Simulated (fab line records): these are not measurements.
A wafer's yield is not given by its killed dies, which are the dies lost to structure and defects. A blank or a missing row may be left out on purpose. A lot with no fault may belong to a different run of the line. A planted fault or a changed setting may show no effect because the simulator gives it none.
Which tool is to blame? :: flow nand_harc :: Sampling: 12 lots, 36 wafers, 3 of 1159 route steps

## WHAT EACH GAUGE READ, for each wafer
NHARC_P_CONTACT_INSPECT_27.
lot: L076
measured: day 6 00:42
on: defect_inspect-01
raw_defect_count: 124 97 275

lot: L078
measured: day 6 18:48
on: defect_inspect-02
raw_defect_count: 266 483 240

lot: L079
measured: day 7 04:42
on: defect_inspect-02
raw_defect_count: 460 226 467

lot: L081
measured: day 7 14:52
on: defect_inspect-01
raw_defect_count: 452 201 300

lot: L084
measured: day 8 04:59
on: defect_inspect-01
raw_defect_count: 202 166 430

lot: L085
measured: day 8 12:22
on: defect_inspect-01
raw_defect_count: 288 339 390

lot: L087
measured: day 9 00:36
on: defect_inspect-01
raw_defect_count: 791 381 285

lot: L089
measured: day 9 18:52
on: defect_inspect-02
raw_defect_count: 519 681 337

lot: L091
measured: day 10 03:01
on: defect_inspect-01
raw_defect_count: 151 227 182

lot: L093
measured: day 10 18:18
on: defect_inspect-01
raw_defect_count: 524 223 360

lot: L095
measured: day 11 00:53
on: defect_inspect-01
raw_defect_count: 233 307 263

lot: L097
measured: day 11 05:04
on: defect_inspect-01
raw_defect_count: 468 488 1204

## EACH LOT AND THE TOOL THAT RAN IT (in order: tool; ch and the chambers of the sampled wafers; start)
lot: L076
NHARC_P_GATE_DEGAS_109: pvd_sputter-03, day 5 18:18
NHARC_P_CONTACT_STRIP_28: rie_diel-02 ch 0,3, day 5 22:13

lot: L078
NHARC_P_GATE_DEGAS_109: pvd_sputter-03, day 6 12:31
NHARC_P_CONTACT_STRIP_28: rie_diel-10 ch 2,3, day 6 16:37

lot: L079
NHARC_P_GATE_DEGAS_109: pvd_sputter-01, day 6 18:29
NHARC_P_CONTACT_STRIP_28: rie_diel-10 ch 0,1,3, day 6 22:10

lot: L081
NHARC_P_GATE_DEGAS_109: pvd_sputter-01, day 7 07:02
NHARC_P_CONTACT_STRIP_28: rie_diel-10 ch 2,3, day 7 10:50

lot: L084
NHARC_P_GATE_DEGAS_109: pvd_sputter-03, day 7 23:11
NHARC_P_CONTACT_STRIP_28: rie_diel-10 ch 0,1,3, day 8 02:53

lot: L085
NHARC_P_GATE_DEGAS_109: pvd_sputter-02, day 8 06:10
NHARC_P_CONTACT_STRIP_28: rie_diel-04 ch 0,2,3, day 8 10:14

lot: L087
NHARC_P_GATE_DEGAS_109: pvd_sputter-02, day 8 16:40
NHARC_P_CONTACT_STRIP_28: rie_diel-10 ch 1,2,3, day 8 20:38

lot: L089
NHARC_P_GATE_DEGAS_109: pvd_sputter-01, day 9 07:43
NHARC_P_CONTACT_STRIP_28: rie_diel-02 ch 1,2, day 9 11:42

lot: L091
NHARC_P_GATE_DEGAS_109: pvd_sputter-01, day 9 19:01
NHARC_P_CONTACT_STRIP_28: rie_diel-04 ch 1,2, day 9 23:16

lot: L093
NHARC_P_GATE_DEGAS_109: pvd_sputter-01, day 10 07:42
NHARC_P_CONTACT_STRIP_28: rie_diel-10 ch 0,1,3, day 10 11:20

lot: L095
NHARC_P_GATE_DEGAS_109: pvd_sputter-03, day 10 18:55
NHARC_P_CONTACT_STRIP_28: rie_diel-02 ch 2,3, day 10 22:41

lot: L097
NHARC_P_GATE_DEGAS_109: pvd_sputter-01, day 10 23:03
NHARC_P_CONTACT_STRIP_28: rie_diel-10 ch 1,2,3, day 11 02:55
- NHARC_P_GATE_DEGAS_109: time 60 s.
- NHARC_P_CONTACT_STRIP_28: strips in O2.

## THE ANSWER, worked out from the rows above alone
Rule: what is usual is taken from the lots themselves. The widest of any qualifying gaps counts: lots, ordered by their means at a reading, are off when they make up no more than a third of the lots, leave a main group of 4 or more, and stand apart from it by 3 or more times the standard deviation of that group's means. Not used: any main group whose means are identical at the precision the tables above print for the reading. A lot without any number at a reading at which 4 lots or more have one is off too. Where the step has rows for the other lots, those lots are counted as sound.
No lot is off on any of the readings shown, so nothing can be concluded from this.

## WHAT HAD BEEN PUT IN BY THE SIMULATOR
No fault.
